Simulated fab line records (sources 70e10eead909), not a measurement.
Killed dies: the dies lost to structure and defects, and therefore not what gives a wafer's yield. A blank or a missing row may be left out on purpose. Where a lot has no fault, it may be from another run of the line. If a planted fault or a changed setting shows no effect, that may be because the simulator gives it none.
Matching of chambers / flow nand_harc / NHARC_A_CONTACT_DEP_58 on pecvd-02 has 3 sister chambers
The step deposits SiON, target thk 90 nm. 6 wafers are shown with their chamber, then 7 later ones without.

## EACH WAFER AND ITS CHAMBER
wafer=L077.3; chamber=1; heater_power_w (W)=788
wafer=L077.4; chamber=0; heater_power_w (W)=843
wafer=L086.4; chamber=1; heater_power_w (W)=683
wafer=L086.5; chamber=0; heater_power_w (W)=870
wafer=L092.3; chamber=2; heater_power_w (W)=600
wafer=L092.4; chamber=2; heater_power_w (W)=605

## WAFERS WITH NO CHAMBER GIVEN
wafer=L092.6; heater_power_w (W)=871
wafer=L093.3; heater_power_w (W)=705
wafer=L093.4; heater_power_w (W)=612
wafer=L093.5; heater_power_w (W)=712
wafer=L096.2; heater_power_w (W)=689
wafer=L096.3; heater_power_w (W)=810
wafer=L096.5; heater_power_w (W)=657

## THE CHAMBER EACH PASSED THROUGH
wafer=L092.6; from the rows above=0; in truth=0
wafer=L093.3; from the rows above=can't be placed: 1 or 2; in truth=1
wafer=L093.4; from the rows above=2; in truth=2
wafer=L093.5; from the rows above=can't be placed: 1 or 2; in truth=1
wafer=L096.2; from the rows above=can't be placed: 1 or 2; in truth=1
wafer=L096.3; from the rows above=can't be placed: 0 or 1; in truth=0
wafer=L096.5; from the rows above=can't be placed: 2 or 1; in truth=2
2 of 7 placed correctly. Unplaceable from these rows: 5, with the true chamber sitting among the candidates in 5. 0 placed wrongly.
How it was worked out, from the rows above alone: a wafer's distance from a chamber is the root of the sum, over the readings, of the square of ((its reading less the chamber's mean) divided by the reading's scatter). The wafer belongs to the nearest chamber; if the next one is less than 2 further off, it can't be placed. A chamber's mean is the mean of its shown wafers. The scatter: the root of (the sum of the squares of (reading less its chamber's mean) over the shown wafers, divided by (wafers less chambers)).
